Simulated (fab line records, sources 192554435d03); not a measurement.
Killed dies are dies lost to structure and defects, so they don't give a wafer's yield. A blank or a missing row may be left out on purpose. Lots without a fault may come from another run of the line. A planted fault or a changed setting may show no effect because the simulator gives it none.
fab line records | flow n5_finfet
record lots=24 wafers=72 last_day=20
route steps=1938 shown BEOL_M5@1161
lots that met no fault: from a run of the same line without faults
start_h: hours from the record's first day to the start of the lot's first wafer shown | wait_h: hours since the lot's step before | " the same as in the row above | L1.1+2: a row that stands for several wafers | - no value, or no start given | * or withheld: withheld | < > ~ a bound
route shown NAME@n: a module of which the file shows steps, and the number in the route of the first | usual: mean/standard deviation of fault-free wafers | same: alike in all rows | chamber/n: place in a boat | sites: the reading at each site | _std_site: their standard deviation | _edge_site: outer sites' mean less inner sites' | radius_mm: how far each site lies from the wafer's centre | mask NAME#n: copy n | behind: the tool/chamber that last shaped the wafer | hold: why the lot was held/for how many hours/how that ended | device: the transistor (n, p or np) that didn't switch | end of line: the same wafers' tests at the end of the route | a step without rows: its recipe alone | killed: dies lost to structure and defects at the first sort, not the wafer's yield | map: a wafer's dies, x killed, . not, _ none there
set.NAME: the setting as run; set.NAME@STEP: as run at that earlier step | model.NAME: the simulator's own value behind a step, which no gauge read
steps of the route over a sample of lots; a table a step, a row a wafer
services: from which hour (start_h, from the record's first day; less than 0 if before it) a tool's chamber was out of use, for how many hours, and why
## steps
# step N5_BEOL_M5_ETCH_41
# recipe chemistry=CH3F/O2 target=SiCN target_depth_a=315 taper_deg=2 time_s=56.7 ion_energy_ev=120 mask_material=TiN pressure_mtorr=30 source_w=395 bias_w=75 Ar_flow_sccm=150 CH3F_flow_sccm=30 O2_flow_sccm=20
# usual drypump_motor_current_A=5.7/0.43 oes_product_au=0.78/0.089 rf_fwd_power_W=391.9/1.4 rf_vpp_V=296.9/1.5 showerhead_plenum_p_Torr=1.98/0.06 throttle_valve_pct=16.38/0.2
# columns lot.wafer tool chamber start_h wait_h drypump_motor_current_A oes_product_au rf_fwd_power_W rf_hours_counter_h rf_vpp_V showerhead_plenum_p_Torr throttle_valve_pct
L074.2 rie_diel-02 3 - - 5.9 0.73 391.1 184 294.8 1.91 16.27
L074.5 " 0 " " 4.8 1.01 390.4 - 297.5 2.04 16.17
L074.6 " 1 " " 5.6 0.75 391.3 - 296.6 1.91 16.53
L075.2 rie_diel-03 2 - - 5.7 0.69 392.0 216 295.8 1.91 16.52
L075.3 " 1 " " 5.7 0.71 391.4 193 296.1 1.99 16.70
L075.4 " 0 " " 5.9 0.81 393.5 104 300.2 2.09 16.33
L077.1 rie_diel-02 2 - - 6.1 0.84 390.3 73 297.6 1.95 16.32
L077.2 " 1 " " 5.6 0.74 393.4 169 295.5 1.91 16.55
L077.5 " 3 " " 5.9 0.72 392.4 - 295.8 1.91 16.29
L078.1 rie_diel-05 3 - - 6.4 0.76 389.7 158 296.5 2.00 16.61
L078.3 " 1 " " 5.4 0.89 392.2 46 298.4 2.04 16.05
L078.5 " 1 " " 5.4 0.89 390.6 - 298.4 2.04 16.05
L076.1 rie_diel-03 2 - - 5.7 0.69 390.0 220 295.3 1.91 16.53
L076.2 " 3 " " 5.4 0.69 394.5 191 297.6 2.08 16.51
L076.4 " 1 " " 5.7 0.71 391.7 198 297.0 1.99 16.69
L079.3 rie_diel-02 0 - - 4.8 0.96 393.2 13 297.8 2.04 16.18
L079.5 " 2 " " 6.1 0.85 390.2 - 296.0 1.95 16.35
L079.6 " 1 " " 5.6 0.74 391.0 - 294.9 1.91 16.56
L081.1 rie_diel-03 2 - - 5.7 0.69 392.2 225 294.9 1.90 16.53
L081.3 " 3 " " 5.5 0.69 392.9 193 298.5 2.07 16.53
L081.6 " 1 " " 5.7 0.71 389.9 - 298.6 1.99 16.72
L082.1 rie_diel-03 2 - - 5.7 0.68 390.6 226 294.1 1.90 16.53
L082.3 " 3 " " 5.5 0.69 391.2 194 298.4 2.07 16.53
L082.4 " 0 " " 5.9 0.79 392.0 115 298.7 2.09 16.33
L080.3 rie_diel-05 0 - - 5.8 0.68 390.8 228 297.3 1.98 16.23
L080.5 " 0 " " 5.8 0.67 391.8 - 297.0 1.98 16.23
L080.6 " 1 " " 5.3 0.87 390.6 - 298.8 2.04 16.07
L083.1 rie_diel-05 1 - - 5.4 0.86 390.6 54 297.6 2.04 16.07
L083.4 " 0 " " 5.8 0.67 391.0 229 295.9 1.98 16.22
L083.6 " 2 " " 6.2 0.91 391.1 - 296.2 1.96 16.27
L084.1 rie_diel-05 1 - - 5.4 0.87 391.5 54 296.5 2.04 16.07
L084.2 " 2 " " 6.2 0.91 392.7 28 296.0 1.96 16.27
L084.4 " 3 " " 6.3 0.75 390.6 166 296.8 1.99 16.63
L085.2 rie_diel-02 0 - - 4.8 0.92 393.1 25 297.2 2.04 16.20
L085.3 " 3 " " 5.9 0.72 392.8 204 295.8 1.90 16.32
L085.6 " 0 " " 4.8 0.92 391.8 - 298.5 2.04 16.19
L086.1 rie_diel-02 2 - - 6.0 0.83 391.2 90 296.8 1.94 16.37
L086.4 " 3 " " 5.9 0.71 389.6 - 295.2 1.90 16.32
L086.6 " 2 " " 6.0 0.83 390.2 - 295.9 1.94 16.37
L087.2 rie_diel-05 3 - - 6.4 0.74 388.9 176 296.8 1.99 16.65
L087.3 " 2 " " 6.2 0.89 394.2 33 296.9 1.96 16.28
L087.5 " 2 " " 6.2 0.90 394.5 - 297.4 1.96 16.27
L088.2 rie_diel-02 1 - - 5.6 0.74 391.4 187 295.1 1.90 16.56
L088.4 " 2 " " 6.0 0.83 392.4 - 296.2 1.94 16.38
L088.5 " 3 " " 5.9 0.72 392.8 - 295.3 1.90 16.31
L089.2 rie_diel-03 3 - - 5.5 0.68 393.7 214 299.2 2.07 16.59
L089.4 " 2 " " 5.7 0.67 390.8 - 295.0 1.90 16.58
L089.5 " 0 " " 5.9 0.78 393.7 - 298.7 2.08 16.39
L090.1 rie_diel-05 1 - - 5.3 0.84 390.0 76 299.2 2.03 16.11
L090.4 " 3 " " 6.4 0.73 390.6 - 297.4 1.99 16.67
L090.5 " 2 " " 6.2 0.89 394.3 - 297.3 1.95 16.31
L092.1 rie_diel-05 3 - - 6.4 0.73 392.7 188 298.4 1.99 16.67
L092.2 " 2 " " 6.2 0.87 394.0 47 293.8 1.95 16.31
L092.5 " 2 " " 6.2 0.88 393.9 - 295.5 1.95 16.31
L093.1 rie_diel-02 2 - - 6.0 0.81 390.0 102 295.6 1.94 16.39
L093.3 " 1 " " 5.6 0.71 391.4 201 295.5 1.90 16.61
L093.5 " 0 " " 4.8 0.90 394.0 - 297.7 2.03 16.22
L091.1 rie_diel-05 2 - - 6.2 0.87 394.7 51 296.3 1.95 16.31
L091.4 " 1 " " 5.3 0.83 390.7 - 296.6 2.03 16.12
L091.6 " 2 " " 6.2 0.86 392.7 - 295.0 1.95 16.30
L096.1 rie_diel-02 0 - - 4.8 0.88 389.8 49 296.3 2.03 16.24
L096.2 " 3 " " 5.9 0.69 391.6 234 294.6 1.89 16.37
L096.3 " 2 " " 6.1 0.80 391.3 116 295.7 1.93 16.42
L095.1 rie_diel-02 3 - - 5.9 0.69 393.0 237 296.3 1.89 16.38
L095.2 " 2 " " 6.1 0.80 392.5 119 295.5 1.93 16.43
L095.4 " 2 " " 6.1 0.80 389.5 - 295.6 1.93 16.43
L094.1 rie_diel-03 0 - - 5.9 0.75 390.7 146 299.7 2.08 16.40
L094.4 " 0 " " 5.9 0.76 391.7 - 298.1 2.08 16.40
L094.5 " 1 " " 5.7 0.70 390.8 - 295.1 1.98 16.76
L097.4 rie_diel-05 1 - - 5.3 0.82 390.4 99 298.7 2.02 16.17
L097.5 " 2 " " 6.2 0.85 393.3 - 296.3 1.94 16.35
L097.6 " 3 " " 6.4 0.72 390.9 - 297.2 1.98 16.71
# step N5_BEOL_M5_CD_MEAS_35
# recipe target_cd_nm=28 target_cd_y_nm=24 polarity=opening
# usual cd_nm=28.10/0.3
# columns lot.wafer tool chamber start_h wait_h cd_nm
L074.2 cd_sem-03 - 215.90 0.0 28.03
L074.5 " - " " 28.46
L074.6 " - " " 28.76
L075.2 cd_sem-02 - 232.13 0.0 28.16
L075.3 " - " " 28.28
L075.4 " - " " 27.87
L077.1 cd_sem-02 - 240.17 0.0 28.10
L077.2 " - " " 28.55
L077.5 " - " " 28.57
L078.1 cd_sem-03 - 246.78 0.0 27.73
L078.3 " - " " 28.09
L078.5 " - " " 28.24
L076.1 cd_sem-02 - 246.87 0.0 27.96
L076.2 " - " " 28.37
L076.4 " - " " 27.83
L079.3 cd_sem-01 - 255.91 0.0 28.15
L079.5 " - " " 28.02
L079.6 " - " " 28.08
L081.1 cd_sem-02 - 260.22 0.0 28.00
L081.3 " - " " 27.63
L081.6 " - " " 27.72
L082.1 cd_sem-02 - 264.46 0.0 28.46
L082.3 " - " " 28.33
L082.4 " - " " 28.14
L080.3 cd_sem-03 - 264.93 0.0 28.11
L080.5 " - " " 27.59
L080.6 " - " " 28.10
L083.1 cd_sem-02 - 269.58 0.0 28.26
L083.4 " - " " 28.65
L083.6 " - " " 28.20
L084.1 cd_sem-03 - 270.54 0.0 27.98
L084.2 " - " " 27.97
L084.4 " - " " 27.91
L085.2 cd_sem-01 - 292.63 0.0 28.60
L085.3 " - " " 27.87
L085.6 " - " " 28.26
L086.1 cd_sem-03 - 296.32 0.0 27.92
L086.4 " - " " 27.70
L086.6 " - " " 27.26
L087.2 cd_sem-01 - 296.66 0.0 28.15
L087.3 " - " " 28.39
L087.5 " - " " 28.48
L088.2 cd_sem-01 - 296.71 0.0 28.12
L088.4 " - " " 27.66
L088.5 " - " " 27.43
L089.2 cd_sem-02 - 316.75 0.0 28.12
L089.4 " - " " 27.39
L089.5 " - " " 27.98
L090.1 cd_sem-01 - 326.25 0.0 28.30
L090.4 " - " " 28.16
L090.5 " - " " 27.82
L092.1 cd_sem-01 - 330.71 0.0 28.57
L092.2 " - " " 28.00
L092.5 " - " " 28.59
L093.1 cd_sem-03 - 330.84 0.0 27.79
L093.3 " - " " 27.76
L093.5 " - " " 28.41
L091.1 cd_sem-03 - 337.15 0.0 28.18
L091.4 " - " " 28.03
L091.6 " - " " 28.79
L096.1 cd_sem-02 - 363.08 0.0 28.35
L096.2 " - " " 27.76
L096.3 " - " " 28.27
L095.1 cd_sem-02 - 368.63 0.0 28.08
L095.2 " - " " 27.96
L095.4 " - " " 27.94
L094.1 cd_sem-01 - 372.93 0.0 28.30
L094.4 " - " " 27.67
L094.5 " - " " 27.73
L097.4 cd_sem-02 - 373.31 0.0 28.09
L097.5 " - " " 27.87
L097.6 " - " " 27.95
# step N5_BEOL_M5_CURE_80
# recipe temp_c=370 time_s=120 ambient=DMADMS/He material=SiCOH_lowk
# usual lamp_power_pct=52.31/0.055 wafer_temp_C_max=371.5/0.53
# columns lot.wafer tool chamber start_h wait_h lamp_power_pct wafer_temp_C_max
L074.2 uv_cure-01 0 215.99 0.1 52.34 371.6
L074.5 " 0 " " 52.26 371.2
L074.6 " 0 " " 52.37 371.0
L075.2 uv_cure-02 2 232.22 0.1 52.29 372.3
L075.3 " 2 " " 52.33 371.7
L075.4 " 2 " " 52.33 371.4
L077.1 uv_cure-03 2 240.21 0.0 52.35 370.9
L077.2 " 2 " " 52.32 371.3
L077.5 " 2 " " 52.32 370.9
L078.1 uv_cure-01 0 246.82 0.0 52.36 370.8
L078.3 " 0 " " 52.33 371.1
L078.5 " 0 " " 52.33 371.0
L076.1 uv_cure-03 0 246.91 0.0 52.23 371.3
L076.2 " 0 " " 52.31 371.0
L076.4 " 0 " " 52.34 370.8
L079.3 uv_cure-01 0 256.19 0.3 52.41 371.1
L079.5 " 0 " " 52.32 371.7
L079.6 " 0 " " 52.36 371.0
L081.1 uv_cure-03 2 260.26 0.0 52.26 371.5
L081.3 " 2 " " 52.30 371.1
L081.6 " 2 " " 52.45 371.2
L082.1 uv_cure-02 0 264.51 0.0 52.33 371.4
L082.3 " 0 " " 52.35 371.9
L082.4 " 0 " " 52.31 371.6
L080.3 uv_cure-03 1 265.06 0.1 52.33 371.8
L080.5 " 1 " " 52.39 371.8
L080.6 " 1 " " 52.36 371.8
L083.1 uv_cure-03 1 269.62 0.0 52.23 371.6
L083.4 " 1 " " 52.29 371.9
L083.6 " 1 " " 52.26 372.4
L084.1 uv_cure-02 1 270.58 0.0 52.34 371.9
L084.2 " 1 " " 52.20 371.0
L084.4 " 1 " " 52.16 371.7
L085.2 uv_cure-02 1 292.76 0.1 52.31 371.6
L085.3 " 1 " " 52.29 371.3
L085.6 " 1 " " 52.35 371.7
L086.1 uv_cure-01 2 296.36 0.0 52.30 371.7
L086.4 " 2 " " 52.27 372.0
L086.6 " 2 " " 52.34 371.9
L087.2 uv_cure-02 1 296.75 0.1 52.32 371.4
L087.3 " 1 " " 52.28 371.5
L087.5 " 1 " " 52.28 371.5
L088.2 uv_cure-01 2 296.80 0.1 52.28 371.8
L088.4 " 2 " " 52.33 370.7
L088.5 " 2 " " 52.26 371.4
L089.2 uv_cure-03 1 317.04 0.3 52.16 371.2
L089.4 " 1 " " 52.34 371.6
L089.5 " 1 " " 52.40 371.7
L090.1 uv_cure-02 0 327.29 1.0 52.26 372.1
L090.4 " 0 " " 52.38 372.5
L090.5 " 0 " " 52.31 371.7
L092.1 uv_cure-01 0 331.01 0.3 52.35 370.6
L092.2 " 0 " " 52.26 371.0
L092.5 " 0 " " 52.29 371.1
L093.1 uv_cure-02 0 331.21 0.4 52.32 373.2
L093.3 " 0 " " 52.28 371.6
L093.5 " 0 " " 52.30 371.2
L091.1 uv_cure-02 2 337.20 0.0 52.39 372.3
L091.4 " 2 " " 52.35 372.0
L091.6 " 2 " " 52.24 372.2
L096.1 uv_cure-02 1 363.13 0.0 52.30 372.2
L096.2 " 1 " " 52.29 373.0
L096.3 " 1 " " 52.25 371.8
L095.1 uv_cure-03 0 368.67 0.0 52.23 370.9
L095.2 " 0 " " 52.36 370.9
L095.4 " 0 " " 52.29 371.2
L094.1 uv_cure-02 0 372.97 0.0 52.24 371.4
L094.4 " 0 " " 52.31 372.0
L094.5 " 0 " " 52.24 371.6
L097.4 uv_cure-03 0 373.50 0.2 52.39 370.4
L097.5 " 0 " " 52.33 370.1
L097.6 " 0 " " 52.35 370.5
# step N5_BEOL_M5_PRE_CLEAN_45
# recipe gas=H2/He time_s=30 temp_c=250
# usual heater_power_w=337/35
# columns lot.wafer tool chamber start_h wait_h heater_power_w
L074.2 pvd_sputter-01 - 216.30 0.0 357
L074.5 " - " " 358
L074.6 " - " " 335
L075.2 pvd_sputter-03 - 232.64 0.0 335
L075.3 " - " " 307
L075.4 " - " " 285
L077.1 pvd_sputter-01 - 241.27 0.0 345
L077.2 " - " " 337
L077.5 " - " " 343
L078.1 pvd_sputter-03 - 247.55 0.0 293
L078.3 " - " " 306
L078.5 " - " " 284
L076.1 pvd_sputter-02 - 247.56 0.0 371
L076.2 " - " " 362
L076.4 " - " " 386
L079.3 pvd_sputter-02 - 256.46 0.0 371
L079.5 " - " " 320
L079.6 " - " " 357
L081.1 pvd_sputter-01 - 261.23 0.0 343
L081.3 " - " " 361
L081.6 " - " " 343
L082.1 pvd_sputter-03 - 265.30 0.0 288
L082.3 " - " " 309
L082.4 " - " " 284
L080.3 pvd_sputter-01 - 265.57 0.0 352
L080.5 " - " " 345
L080.6 " - " " 356
L083.1 pvd_sputter-01 - 270.32 0.0 358
L083.4 " - " " 348
L083.6 " - " " 343
L084.1 pvd_sputter-02 - 271.14 0.0 381
L084.2 " - " " 357
L084.4 " - " " 365
L085.2 pvd_sputter-02 - 293.27 0.0 350
L085.3 " - " " 374
L085.6 " - " " 321
L086.1 pvd_sputter-03 - 297.25 0.0 300
L086.4 " - " " 324
L086.6 " - " " 291
L087.2 pvd_sputter-01 - 297.30 0.0 342
L087.3 " - " " 360
L087.5 " - " " 340
L088.2 pvd_sputter-03 - 297.33 0.0 283
L088.4 " - " " 330
L088.5 " - " " 297
L089.2 pvd_sputter-03 - 317.69 0.0 293
L089.4 " - " " 328
L089.5 " - " " 329
L090.1 pvd_sputter-02 - 329.59 0.0 379
L090.4 " - " " 325
L090.5 " - " " 382
L093.1 pvd_sputter-01 - 331.60 0.0 398
L093.3 " - " " 343
L093.5 " - " " 414
L092.1 pvd_sputter-03 - 331.72 0.0 292
L092.2 " - " " 290
L092.5 " - " " 342
L091.1 pvd_sputter-03 - 339.30 0.0 329
L091.4 " - " " 294
L091.6 " - " " 286
L096.1 pvd_sputter-03 - 363.62 0.0 290
L096.2 " - " " 331
L096.3 " - " " 292
L095.1 pvd_sputter-03 - 369.07 0.0 288
L095.2 " - " " 308
L095.4 " - " " 341
L094.1 pvd_sputter-01 - 373.45 0.0 346
L094.4 " - " " 351
L094.5 " - " " 408
L097.4 pvd_sputter-01 - 373.75 0.0 357
L097.5 " - " " 341
L097.6 " - " " 350
# step N5_BEOL_M5_SURFACE_TREAT_87
# recipe gas=Ar time_s=* ion_energy_ev=* ion_current_ma_cm2=0.5 pressure_mtorr=* ar_flow_sccm=30
# usual throttle_valve_pct=*
# columns lot.wafer tool chamber start_h wait_h throttle_valve_pct
L074.2 pvd_sputter-01 - 216.60 0.1 *
L074.5 " - " " *
L074.6 " - " " *
L075.2 pvd_sputter-03 - 232.93 0.1 *
L075.3 " - " " *
L075.4 " - " " *
L077.1 pvd_sputter-01 - 241.61 0.2 *
L077.2 " - " " *
L077.5 " - " " *
L078.1 pvd_sputter-02 - 247.85 0.1 *
L078.3 " - " " *
L078.5 " - " " *
L076.1 pvd_sputter-01 - 247.88 0.1 *
L076.2 " - " " *
L076.4 " - " " *
L079.3 pvd_sputter-02 - 256.85 0.1 *
L079.5 " - " " *
L079.6 " - " " *
L081.1 pvd_sputter-03 - 261.68 0.3 *
L081.3 " - " " *
L081.6 " - " " *
L082.1 pvd_sputter-01 - 265.61 0.1 *
L082.3 " - " " *
L082.4 " - " " *
L080.3 pvd_sputter-01 - 266.35 0.4 *
L080.5 " - " " *
L080.6 " - " " *
L083.1 pvd_sputter-01 - 270.68 0.2 *
L083.4 " - " " *
L083.6 " - " " *
L084.1 pvd_sputter-03 - 271.59 0.1 *
L084.2 " - " " *
L084.4 " - " " *
L085.2 pvd_sputter-02 - 293.65 0.2 *
L085.3 " - " " *
L085.6 " - " " *
L086.1 pvd_sputter-01 - 297.68 0.2 *
L086.4 " - " " *
L086.6 " - " " *
L087.2 pvd_sputter-01 - 297.72 0.3 *
L087.3 " - " " *
L087.5 " - " " *
L088.2 pvd_sputter-01 - 297.76 0.3 *
L088.4 " - " " *
L088.5 " - " " *
L089.2 pvd_sputter-02 - 318.03 0.2 *
L089.4 " - " " *
L089.5 " - " " *
L090.1 pvd_sputter-01 - 329.91 0.2 *
L090.4 " - " " *
L090.5 " - " " *
L093.1 pvd_sputter-01 - 331.98 0.2 *
L093.3 " - " " *
L093.5 " - " " *
L092.1 pvd_sputter-03 - 332.08 0.1 *
L092.2 " - " " *
L092.5 " - " " *
L091.1 pvd_sputter-03 - 339.62 0.2 *
L091.4 " - " " *
L091.6 " - " " *
L096.1 pvd_sputter-02 - 364.21 0.3 *
L096.2 " - " " *
L096.3 " - " " *
L095.1 pvd_sputter-02 - 369.36 0.1 *
L095.2 " - " " *
L095.4 " - " " *
L094.1 pvd_sputter-01 - 374.01 0.2 *
L094.4 " - " " *
L094.5 " - " " *
L097.4 pvd_sputter-01 - 374.13 0.2 *
L097.5 " - " " *
L097.6 " - " " *
# step N5_BEOL_M5_ANNEAL_82
# recipe temp_c=400 time_s=1800 ambient=vacuum
# usual heater_power_w=842/90
# columns lot.wafer tool chamber start_h wait_h heater_power_w
L074.2 pvd_sputter-03 - 218.10 0.0 841
L074.5 " - " " 716
L074.6 " - " " 700
L075.2 pvd_sputter-03 - 234.31 0.0 802
L075.3 " - " " 771
L075.4 " - " " 703
L077.1 pvd_sputter-01 - 243.01 0.0 1024
L077.2 " - " " 879
L077.5 " - " " 903
L078.1 pvd_sputter-03 - 249.23 0.0 730
L078.3 " - " " 751
L078.5 " - " " 784
L076.1 pvd_sputter-02 - 249.28 0.0 956
L076.2 " - " " 804
L076.4 " - " " 870
L079.3 pvd_sputter-02 - 258.25 0.0 959
L079.5 " - " " 895
L079.6 " - " " 783
L081.1 pvd_sputter-02 - 263.25 0.0 820
L081.3 " - " " 948
L081.6 " - " " 949
L082.1 pvd_sputter-03 - 267.39 0.0 832
L082.3 " - " " 743
L082.4 " - " " 759
L080.3 pvd_sputter-02 - 267.84 0.0 881
L080.5 " - " " 883
L080.6 " - " " 835
L083.1 pvd_sputter-01 - 272.18 0.0 853
L083.4 " - " " 862
L083.6 " - " " 1021
L084.1 pvd_sputter-02 - 272.99 0.0 892
L084.2 " - " " 939
L084.4 " - " " 953
L085.2 pvd_sputter-02 - 295.29 0.0 938
L085.3 " - " " 894
L085.6 " - " " 957
L086.1 pvd_sputter-01 - 299.12 0.0 1006
L086.4 " - " " 878
L086.6 " - " " 1041
L087.2 pvd_sputter-03 - 299.30 0.0 735
L087.3 " - " " 828
L087.5 " - " " 761
L088.2 pvd_sputter-02 - 299.72 0.0 881
L088.4 " - " " 921
L088.5 " - " " 906
L089.2 pvd_sputter-03 - 319.46 0.0 856
L089.4 " - " " 715
L089.5 " - " " 775
L090.1 pvd_sputter-02 - 331.29 0.0 801
L090.4 " - " " 947
L090.5 " - " " 886
L093.1 pvd_sputter-01 - 333.59 0.0 1045
L093.3 " - " " 870
L093.5 " - " " 893
L092.1 pvd_sputter-03 - 333.61 0.0 760
L092.2 " - " " 714
L092.5 " - " " 806
L091.1 pvd_sputter-02 - 341.14 0.0 818
L091.4 " - " " 890
L091.6 " - " " 901
L096.1 pvd_sputter-03 - 365.59 0.0 821
L096.2 " - " " 752
L096.3 " - " " 726
L095.1 pvd_sputter-03 - 371.00 0.0 726
L095.2 " - " " 728
L095.4 " - " " 844
L094.1 pvd_sputter-02 - 375.67 0.0 953
L094.4 " - " " 795
L094.5 " - " " 942
L097.4 pvd_sputter-03 - 375.75 0.0 846
L097.5 " - " " 719
L097.6 " - " " 780
## services
# columns tool chamber start_h hours kind
uv_cure-01 - 198.13 2.2 repair
pvd_sputter-02 - 202.44 2.8 repair
rie_diel-05 - 207.38 2.6 repair
uv_cure-02 - 208.96 1.0 pm
pvd_sputter-03 - 211.08 3.7 repair
rie_diel-05 1 213.83 14.7 repair
rie_diel-05 - 217.62 0.7 repair
rie_diel-05 3 227.96 6.0 repair
rie_diel-05 1 229.85 2.6 repair
rie_diel-02 - 241.35 2.8 pm
rie_diel-05 0 249.90 1.2 repair
rie_diel-02 3 250.98 4.4 repair
uv_cure-03 - 280.04 12.5 repair
rie_diel-05 2 281.14 7.1 repair
rie_diel-02 0 294.77 12.3 repair
rie_diel-05 3 315.21 3.1 repair
rie_diel-02 2 322.19 4.5 repair
rie_diel-05 - 329.22 0.3 repair
rie_diel-02 - 332.96 1.8 repair
uv_cure-02 - 348.48 2.1 pm
uv_cure-03 - 350.66 1.1 repair
rie_diel-02 0 350.85 2.9 repair
uv_cure-02 - 354.24 0.6 repair
rie_diel-02 - 368.45 4.3 pm
## key
fault none
